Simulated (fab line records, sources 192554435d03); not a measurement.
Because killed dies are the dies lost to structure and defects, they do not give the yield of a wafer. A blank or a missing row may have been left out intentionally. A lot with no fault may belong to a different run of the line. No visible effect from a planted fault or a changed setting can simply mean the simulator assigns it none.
Chamber matching -- flow n5-finfet -- N5_BEOL_M3_DEP_57 on pecvd-04 has 3 sister chambers
The step deposits SiCN from 3MS/NH3, target thk 8 nm, time 14 s. 30 wafers are shown with their chamber, then 12 later ones without.

## WAFERS WITH THEIR CHAMBER
wafer,chamber,showerhead-plenum-p-Torr (Torr),throttle-valve-pct (%)
L075.3,0,3.677,9.0
L075.4,1,3.643,8.8
L075.6,0,3.683,9.2
L076.1,0,3.683,9.5
L076.2,1,3.650,8.5
L076.3,2,3.666,8.8
L076.4,1,3.636,8.4
L076.5,2,3.681,8.7
L076.6,0,3.685,9.1
L079.1,1,3.647,8.5
L079.3,0,3.691,9.1
L079.5,0,3.687,9.1
L078.1,0,3.686,8.9
L078.4,2,3.683,8.8
L078.5,0,3.680,9.1
L081.1,0,3.681,9.1
L081.3,2,3.666,8.9
L081.6,2,3.679,8.5
L082.1,2,3.668,8.6
L082.4,0,3.685,8.9
L082.5,1,3.648,8.6
L083.3,0,3.685,9.0
L083.5,0,3.680,9.3
L083.6,2,3.676,8.9
L087.1,2,3.675,8.6
L087.2,0,3.687,9.2
L087.3,1,3.639,8.8
L087.4,1,3.637,8.6
L087.5,0,3.690,9.3
L087.6,2,3.666,8.9

SIGNATURES, as means of the wafers listed above
reading,chamber 0,chamber 1,chamber 2,scatter within a chamber
showerhead-plenum-p-Torr,3.68429,3.64286,3.67333,0.00536
throttle-valve-pct,9.129,8.600,8.744,0.158
Rule: for a wafer and a chamber, the distance is found by dividing, reading by reading, the gap between the wafer's reading and the chamber's mean by the reading's scatter, squaring, summing and taking the root. The wafer belongs to the nearest chamber; if the next one is less than 2 further off, it can't be placed. The scatter: the root of (the sum of the squares of (reading less its chamber's mean) over the shown wafers, divided by (wafers less chambers)).

## WAFERS WHOSE CHAMBER IS MISSING
wafer,showerhead-plenum-p-Torr (Torr),throttle-valve-pct (%)
L089.1,3.678,9.2
L089.2,3.651,8.4
L089.3,3.677,8.7
L089.4,3.691,9.1
L089.5,3.638,8.6
L089.6,3.683,8.9
L090.1,3.686,9.4
L090.2,3.641,8.8
L090.6,3.690,9.3
L097.2,3.671,8.7
L097.3,3.643,8.8
L097.6,3.642,8.8

## WHICH CHAMBER EACH WENT THROUGH
wafer,from the rows above,in truth
L089.1,can't be placed: 0 or 2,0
L089.2,1,1
L089.3,2,2
L089.4,0,0
L089.5,1,1
L089.6,can't be placed: 0 or 2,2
L090.1,0,0
L090.2,1,1
L090.6,0,0
L097.2,2,2
L097.3,1,1
L097.6,1,1
Correct placement for 10 of the 12. Not placeable from these rows: 2 (in 2, the candidates include the true chamber). Wrongly placed: 0.
